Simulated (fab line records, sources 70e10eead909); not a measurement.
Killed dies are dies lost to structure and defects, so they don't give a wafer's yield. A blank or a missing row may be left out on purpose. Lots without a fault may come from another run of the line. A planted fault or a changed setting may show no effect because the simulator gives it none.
Which tool did it? | flow nand_harc | 24 lots, 72 wafers sampled, at 6 steps of a route of 1302

WHAT THE GAUGES READ, wafer by wafer
The record holds no reading of a measuring or inspecting step that can be judged against a usual standard deviation.

WHICH TOOL RAN EACH LOT (tool, then ch and the chambers of the sampled wafers, then the start)
lot  | NHARC_A_STAIRCASE_STRIP_295                   | NHARC_A_STAIRCASE_STRIP_316                   | NHARC_A_STAIRCASE_DEP_151       | NHARC_A_STAIRCASE_DEP_322       | NHARC_A_STAIRCASE_STRIP_446          | NHARC_A_SGD_CUT_DEP_00
L074 | rie_diel-02 ch 0,3, day 17 19:49 or earlier   | rie_diel-08 ch 1,2,3, day 17 19:49 or earlier | pecvd-02 ch 0,1, day 17 19:49   | pecvd-04 ch 0,1,2, day 18 03:00 | plasma_asher-01 ch 0,1, day 19 03:10 | pecvd-04 ch 1,2, day 19 05:49
L075 | rie_diel-09 ch 0,1,2, day 18 11:43 or earlier | rie_diel-08 ch 1,2,3, day 18 11:43 or earlier | pecvd-04 ch 0,1, day 18 11:43   | pecvd-02 ch 1,2, day 18 23:04   | plasma_asher-02 ch 0,1, day 19 19:19 | pecvd-03 ch 0,1, day 19 21:58
L076 | rie_diel-08 ch 0,1,3, day 18 18:56 or earlier | rie_diel-08 ch 0,1,3, day 18 18:56 or earlier | pecvd-03 ch 0,1,2, day 18 18:56 | pecvd-04 ch 0,2, day 18 23:10   | plasma_asher-02 ch 0,1, day 19 19:35 | pecvd-03 ch 1,2, day 19 22:20
L077 | rie_diel-08 ch 0,2, day 19 17:43 or earlier   | rie_diel-02 ch 1,2, day 19 17:43 or earlier   | pecvd-02 ch 1,2, day 19 17:43   | pecvd-02 ch 1,2, day 20 01:56   | plasma_asher-02 ch 0,1, day 21 01:57 | pecvd-04 ch 0,1, day 21 04:39
L080 | rie_diel-02 ch 0,1, day 19 17:44 or earlier   | rie_diel-09 ch 2,3, day 19 17:44 or earlier   | pecvd-03 ch 0,1, day 19 17:44   | pecvd-03 ch 0,2, day 20 01:56   | plasma_asher-02 ch 0,1, day 21 02:14 | pecvd-04 ch 0,1,2, day 21 05:03
L078 | rie_diel-02 ch 0,1,3, day 20 03:33 or earlier | rie_diel-02 ch 0,1, day 20 03:33 or earlier   | pecvd-02 ch 0,1,2, day 20 03:33 | pecvd-02 ch 0,1, day 20 11:31   | plasma_asher-01 ch 0,1, day 21 16:02 | pecvd-04 ch 0,1, day 21 18:40
L079 | rie_diel-08 ch 0,2, day 20 10:52 or earlier   | rie_diel-02 ch 2,3, day 20 10:52 or earlier   | pecvd-04 ch 0,1,2, day 20 10:52 | pecvd-04 ch 0,1,2, day 20 23:20 | plasma_asher-01 ch 0,1, day 21 23:39 | pecvd-01 ch 1,2, day 22 02:16
L081 | rie_diel-08 ch 0,2,3, day 20 19:20 or earlier | rie_diel-09 ch 0,1, day 20 19:20 or earlier   | pecvd-04 ch 0,1,2, day 20 19:20 | pecvd-04 ch 0,1,2, day 21 03:32 | plasma_asher-01 ch 0,1, day 21 23:17 | pecvd-03 ch 1,2, day 22 01:57
L082 | rie_diel-09 ch 0,1, day 20 22:59 or earlier   | rie_diel-02 ch 1,2, day 20 22:59 or earlier   | pecvd-02 ch 0,1,2, day 20 22:59 | pecvd-03 ch 1,2, day 21 03:38   | plasma_asher-02 ch 0,1, day 22 02:41 | pecvd-03 ch 0,1,2, day 22 05:19
L083 | rie_diel-02 ch 2,3, day 21 13:11 or earlier   | rie_diel-02 ch 0,1,3, day 21 13:11 or earlier | pecvd-03 ch 1,2, day 21 13:11   | pecvd-03 ch 0,1, day 21 22:53   | plasma_asher-02 ch 0,1, day 22 22:18 | pecvd-01 ch 1,2, day 23 00:56
L085 | rie_diel-08 ch 1,2,3, day 22 14:40 or earlier | rie_diel-08 ch 1,2,3, day 22 14:40 or earlier | pecvd-02 ch 1, day 22 14:40     | pecvd-03 ch 0,1,2, day 22 23:53 | plasma_asher-02 ch 0,1, day 23 21:14 | pecvd-04 ch 0,1,2, day 24 00:00
L084 | rie_diel-09 ch 0,1,2, day 22 03:15 or earlier | rie_diel-02 ch 1,2,3, day 22 03:15 or earlier | pecvd-03 ch 1,2, day 22 03:15   | pecvd-03 ch 0,2, day 22 11:04   | plasma_asher-01 ch 0,1, day 23 08:59 | pecvd-04 ch 0,1, day 23 11:38
L086 | rie_diel-09 ch 0,2,3, day 23 00:57 or earlier | rie_diel-08 ch 1,2,3, day 23 00:57 or earlier | pecvd-02 ch 0,1, day 23 00:57   | pecvd-02 ch 0,1,2, day 23 10:04 | plasma_asher-01 ch 0,1, day 24 06:29 | pecvd-03 ch 0,1, day 24 09:08
L087 | rie_diel-08 ch 1,3, day 23 04:10 or earlier   | rie_diel-08 ch 0,1,3, day 23 04:10 or earlier | pecvd-02 ch 0,1,2, day 23 04:10 | pecvd-03 ch 0,1,2, day 23 09:58 | plasma_asher-02 ch 0,1, day 24 06:27 | pecvd-01 ch 0,1,2, day 24 09:19
L089 | rie_diel-02 ch 0,2,3, day 23 22:56 or earlier | rie_diel-02 ch 2,3, day 23 22:56 or earlier   | pecvd-04 ch 0,2, day 23 22:56   | pecvd-02 ch 1,2, day 24 06:19   | plasma_asher-01 ch 0,1, day 25 04:25 | pecvd-01 ch 0,1,2, day 25 06:59
L090 | rie_diel-09 ch 0,1,2, day 24 07:08 or earlier | rie_diel-09 ch 0,2,3, day 24 07:08 or earlier | pecvd-04 ch 0,2, day 24 07:08   | pecvd-04 ch 0,1,2, day 24 14:20 | plasma_asher-02 ch 0,1, day 25 19:23 | pecvd-03 ch 1,2, day 25 22:07
L088 | rie_diel-09 ch 1,2, day 24 12:39 or earlier   | rie_diel-09 ch 0,1,3, day 24 12:39 or earlier | pecvd-03 ch 0,1, day 24 12:39   | pecvd-03 ch 0,2, day 24 22:39   | plasma_asher-02 ch 0, day 26 00:59   | pecvd-01 ch 1,2, day 26 03:48
L092 | rie_diel-08 ch 0,1,3, day 25 06:53 or earlier | rie_diel-02 ch 0,1, day 25 06:53 or earlier   | pecvd-04 ch 0,1,2, day 25 06:53 | pecvd-03 ch 0,1,2, day 25 17:13 | plasma_asher-02 ch 0,1, day 26 15:51 | pecvd-03 ch 0,1,2, day 26 18:38
L091 | rie_diel-02 ch 0,1,2, day 25 06:53 or earlier | rie_diel-09 ch 0,2,3, day 25 06:53 or earlier | pecvd-03 ch 0,1,2, day 25 06:53 | pecvd-04 ch 0,1,2, day 25 17:31 | plasma_asher-01 ch 0,1, day 26 15:46 | pecvd-04 ch 0,1,2, day 26 18:29
L093 | rie_diel-08 ch 0,2, day 26 00:55 or earlier   | rie_diel-09 ch 0,1,3, day 26 00:55 or earlier | pecvd-04 ch 0,1,2, day 26 00:55 | pecvd-03 ch 0,1,2, day 26 08:58 | plasma_asher-02 ch 0,1, day 27 11:32 | pecvd-01 ch 0,1,2, day 27 14:26
L094 | rie_diel-09 ch 2,3, day 26 00:55 or earlier   | rie_diel-09 ch 0,1,2, day 26 00:55 or earlier | pecvd-03 ch 0,1, day 26 00:55   | pecvd-02 ch 1,2, day 26 09:09   | plasma_asher-02 ch 0,1, day 27 10:51 | pecvd-03 ch 0,1,2, day 27 14:02
L095 | rie_diel-08 ch 1,3, day 26 17:32 or earlier   | rie_diel-08 ch 1,2,3, day 26 17:32 or earlier | pecvd-02 ch 0,1,2, day 26 17:32 | pecvd-04 ch 0,1,2, day 27 03:05 | plasma_asher-02 ch 0,1, day 28 03:52 | pecvd-04 ch 1,2, day 28 06:32
L096 | rie_diel-02 ch 1,2, day 26 17:44 or earlier   | rie_diel-09 ch 0,1,3, day 26 17:44 or earlier | pecvd-03 ch 0,1, day 26 17:44   | pecvd-03 ch 0,2, day 27 03:16   | plasma_asher-01 ch 1, day 28 03:37   | pecvd-01 ch 0,1, day 28 06:19
L097 | rie_diel-09 ch 0,1,2, day 27 12:48 or earlier | rie_diel-08 ch 0,1,2, day 27 12:48 or earlier | pecvd-02 ch 0,1, day 27 12:48   | pecvd-02 ch 1,2, day 27 19:56   | plasma_asher-01 ch 0,1, day 28 17:52 | pecvd-01 ch 0,1,2, day 28 20:29
- NHARC_A_STAIRCASE_STRIP_295: strips in O2.
- NHARC_A_STAIRCASE_STRIP_316: strips in O2.
- NHARC_A_STAIRCASE_DEP_151: deposits SiO2, target thk 7200 nm.
- NHARC_A_STAIRCASE_DEP_322: deposits SiO2, target thk 7200 nm.
- NHARC_A_STAIRCASE_STRIP_446: strips in O2.
- NHARC_A_SGD_CUT_DEP_00: deposits SiNx, target thk 50 nm.

WHAT THE TOOLS THEMSELVES READ (means of the sampled wafers that have a number; where no wafer has one, the mark that the record gives instead)
NHARC_A_STAIRCASE_STRIP_295.
lot  | tool        | drypump_motor_current_A (A) | oes_product_au (a.u.) | rf_vpp_V (V) | showerhead_plenum_p_Torr (Torr) | throttle_valve_pct (%)
L074 | rie_diel-02 | 6.0                         | 0.998                 | 58.0         | 3.76                            | 17.042
L075 | rie_diel-09 | 5.4                         | 1.009                 | 57.5         | 3.62                            | 17.043
L076 | rie_diel-08 | 5.8                         | 0.998                 | 57.6         | 3.38                            | 17.046
L077 | rie_diel-08 | 5.1                         | 1.000                 | 57.3         | 3.33                            | 17.035
L080 | rie_diel-02 | 6.0                         | 1.004                 | 57.6         | 3.60                            | 17.038
L078 | rie_diel-02 | 6.2                         | 1.006                 | 58.5         | 3.68                            | 17.038
L079 | rie_diel-08 | 5.2                         | 1.022                 | 57.7         | 3.37                            | 17.036
L081 | rie_diel-08 | 5.5                         | 1.001                 | 56.9         | 3.33                            | 17.043
L082 | rie_diel-09 | 5.6                         | 1.002                 | 57.5         | 3.60                            | 17.040
L083 | rie_diel-02 | 6.2                         | 1.000                 | 58.3         | 3.53                            | 17.035
L085 | rie_diel-08 | 5.9                         | 1.009                 | 56.5         | 3.41                            | 17.031
L084 | rie_diel-09 | 5.4                         | 1.007                 | 58.3         | 3.60                            | 17.048
L086 | rie_diel-09 | 5.6                         | 1.003                 | 58.4         | 3.46                            | 17.044
L087 | rie_diel-08 | 6.2                         | 1.006                 | 57.3         | 3.37                            | 17.033
L089 | rie_diel-02 | 6.1                         | 0.990                 | 58.0         | 3.63                            | 17.032
L090 | rie_diel-09 | 5.4                         | 1.006                 | 58.0         | 3.60                            | 17.037
L088 | rie_diel-09 | 5.6                         | 1.004                 | 59.2         | 3.72                            | 17.033
L092 | rie_diel-08 | 5.8                         | 1.001                 | 57.7         | 3.71                            | 17.040
L091 | rie_diel-02 | 5.9                         | 0.997                 | 58.1         | 3.53                            | 17.037
L093 | rie_diel-08 | 5.1                         | 0.998                 | 58.3         | 3.67                            | 17.043
L094 | rie_diel-09 | 5.6                         | 0.997                 | 57.0         | 3.58                            | 17.040
L095 | rie_diel-08 | 6.2                         | 0.986                 | 58.1         | 3.71                            | 17.028
L096 | rie_diel-02 | 6.1                         | 1.014                 | 57.4         | 3.43                            | 17.033
L097 | rie_diel-09 | 5.4                         | 1.001                 | 57.3         | 3.58                            | 17.042

NHARC_A_STAIRCASE_STRIP_316.
lot  | tool        | drypump_motor_current_A (A) | oes_product_au (a.u.) | rf_vpp_V (V) | showerhead_plenum_p_Torr (Torr) | throttle_valve_pct (%)
L074 | rie_diel-08 | 5.9                         | 1.000                 | 57.6         | 3.43                            | 17.035
L075 | rie_diel-08 | 5.9                         | 1.002                 | 57.4         | 3.43                            | 17.036
L076 | rie_diel-08 | 5.8                         | 1.005                 | 56.3         | 3.38                            | 17.038
L077 | rie_diel-02 | 6.0                         | 1.002                 | 58.0         | 3.45                            | 17.040
L080 | rie_diel-09 | 6.0                         | 1.011                 | 57.0         | 3.45                            | 17.036
L078 | rie_diel-02 | 5.9                         | 1.011                 | 57.7         | 3.67                            | 17.031
L079 | rie_diel-02 | 6.4                         | 1.005                 | 57.8         | 3.65                            | 17.041
L081 | rie_diel-09 | 5.4                         | 0.996                 | 57.4         | 3.49                            | 17.026
L082 | rie_diel-02 | 6.1                         | 0.998                 | 57.2         | 3.45                            | 17.033
L083 | rie_diel-02 | 6.2                         | 1.004                 | 59.0         | 3.67                            | 17.026
L085 | rie_diel-08 | 5.9                         | 1.014                 | 57.3         | 3.41                            | 17.044
L084 | rie_diel-02 | 6.2                         | 1.002                 | 57.6         | 3.56                            | 17.030
L086 | rie_diel-08 | 5.9                         | 1.005                 | 58.1         | 3.41                            | 17.028
L087 | rie_diel-08 | 5.8                         | 1.007                 | 57.0         | 3.36                            | 17.039
L089 | rie_diel-02 | 6.2                         | 0.999                 | 57.4         | 3.51                            | 17.035
L090 | rie_diel-09 | 5.6                         | 1.004                 | 57.1         | 3.46                            | 17.042
L088 | rie_diel-09 | 5.8                         | 1.013                 | 57.3         | 3.45                            | 17.041
L092 | rie_diel-02 | 5.8                         | 1.003                 | 57.9         | 3.64                            | 17.036
L091 | rie_diel-09 | 5.6                         | 1.010                 | 57.2         | 3.45                            | 17.033
L093 | rie_diel-09 | 5.8                         | 1.007                 | 57.6         | 3.44                            | 17.046
L094 | rie_diel-09 | 5.4                         | 1.004                 | 58.9         | 3.59                            | 17.029
L095 | rie_diel-08 | 6.0                         | 0.994                 | 57.4         | 3.57                            | 17.035
L096 | rie_diel-09 | 5.8                         | 0.999                 | 57.3         | 3.44                            | 17.038
L097 | rie_diel-08 | 5.5                         | 0.990                 | 58.4         | 3.57                            | 17.027

NHARC_A_STAIRCASE_DEP_151.
lot  | tool     | heater_power_w (W)
L074 | pecvd-02 | 544
L075 | pecvd-04 | 700
L076 | pecvd-03 | 684
L077 | pecvd-02 | 684
L080 | pecvd-03 | 643
L078 | pecvd-02 | 629
L079 | pecvd-04 | 599
L081 | pecvd-04 | 590
L082 | pecvd-02 | 618
L083 | pecvd-03 | 635
L085 | pecvd-02 | 516
L084 | pecvd-03 | 655
L086 | pecvd-02 | 558
L087 | pecvd-02 | 629
L089 | pecvd-04 | 680
L090 | pecvd-04 | 684
L088 | pecvd-03 | 659
L092 | pecvd-04 | 571
L091 | pecvd-03 | 586
L093 | pecvd-04 | 588
L094 | pecvd-03 | 580
L095 | pecvd-02 | 635
L096 | pecvd-03 | 664
L097 | pecvd-02 | 512

NHARC_A_STAIRCASE_DEP_322.
lot  | tool     | heater_power_w (W)
L074 | pecvd-04 | 689
L075 | pecvd-02 | 759
L076 | pecvd-04 | 684
L077 | pecvd-02 | 729
L080 | pecvd-03 | 674
L078 | pecvd-02 | 535
L079 | pecvd-04 | 622
L081 | pecvd-04 | 633
L082 | pecvd-03 | 558
L083 | pecvd-03 | 664
L085 | pecvd-03 | 669
L084 | pecvd-03 | 705
L086 | pecvd-02 | 574
L087 | pecvd-03 | 650
L089 | pecvd-02 | 671
L090 | pecvd-04 | 637
L088 | pecvd-03 | 683
L092 | pecvd-03 | 598
L091 | pecvd-04 | 575
L093 | pecvd-03 | 625
L094 | pecvd-02 | 587
L095 | pecvd-04 | 640
L096 | pecvd-03 | 689
L097 | pecvd-02 | 707

NHARC_A_STAIRCASE_STRIP_446.
lot  | tool            | drypump_motor_current_A (A) | heater_power_w (W)
L074 | plasma_asher-01 | 5.9                         | 325
L075 | plasma_asher-02 | 6.1                         | 314
L076 | plasma_asher-02 | 6.2                         | 313
L077 | plasma_asher-02 | 6.1                         | 317
L080 | plasma_asher-02 | 5.8                         | 298
L078 | plasma_asher-01 | 5.9                         | 325
L079 | plasma_asher-01 | 5.9                         | 323
L081 | plasma_asher-01 | 5.9                         | 321
L082 | plasma_asher-02 | 6.1                         | 317
L083 | plasma_asher-02 | 5.8                         | 291
L085 | plasma_asher-02 | 6.1                         | 310
L084 | plasma_asher-01 | 5.9                         | 332
L086 | plasma_asher-01 | 6.0                         | 336
L087 | plasma_asher-02 | 6.1                         | 316
L089 | plasma_asher-01 | 6.0                         | 333
L090 | plasma_asher-02 | 5.8                         | 292
L088 | plasma_asher-02 | 6.4                         | 336
L092 | plasma_asher-02 | 5.8                         | 297
L091 | plasma_asher-01 | 6.0                         | 337
L093 | plasma_asher-02 | 5.8                         | 295
L094 | plasma_asher-02 | 5.9                         | 300
L095 | plasma_asher-02 | 5.9                         | 299
L096 | plasma_asher-01 | 5.7                         | 326
L097 | plasma_asher-01 | 6.0                         | 333

NHARC_A_SGD_CUT_DEP_00.
lot  | tool     | heater_power_w (W)
L074 | pecvd-04 | 613
L075 | pecvd-03 | 672
L076 | pecvd-03 | 668
L077 | pecvd-04 | 664
L080 | pecvd-04 | 625
L078 | pecvd-04 | 702
L079 | pecvd-01 | 840
L081 | pecvd-03 | 698
L082 | pecvd-03 | 710
L083 | pecvd-01 | 774
L085 | pecvd-04 | 727
L084 | pecvd-04 | 670
L086 | pecvd-03 | 634
L087 | pecvd-01 | 726
L089 | pecvd-01 | 732
L090 | pecvd-03 | 639
L088 | pecvd-01 | 772
L092 | pecvd-03 | 685
L091 | pecvd-04 | 697
L093 | pecvd-01 | 769
L094 | pecvd-03 | 676
L095 | pecvd-04 | 617
L096 | pecvd-01 | 765
L097 | pecvd-01 | 750

THE ANSWER, worked out from the rows above alone
Rule: what is usual is taken from the lots themselves. Put in order of their means at a reading, lots are off if they are a third of the lots or fewer, leave a main group of 4 or more, and stand apart from it by a gap of 3 or more times the standard deviation of the main group's means; of several such gaps the widest counts. A main group whose means are all the same, to the digits that the tables above print for the reading, isn't used. A lot without any number at a reading at which 4 lots or more have one is off too. The other lots that the step has rows for count as sound. The gauges are gone through in route order, then the tools' own readings, and for those a lot's mean is taken as printed above. The first step at which some lot is off is used, and at that step the reading that is off furthest; a lot without a number counts as furthest.
No lot is off at any reading shown: from this, nothing can be told.

WHAT THE SIMULATOR HAD PUT IN
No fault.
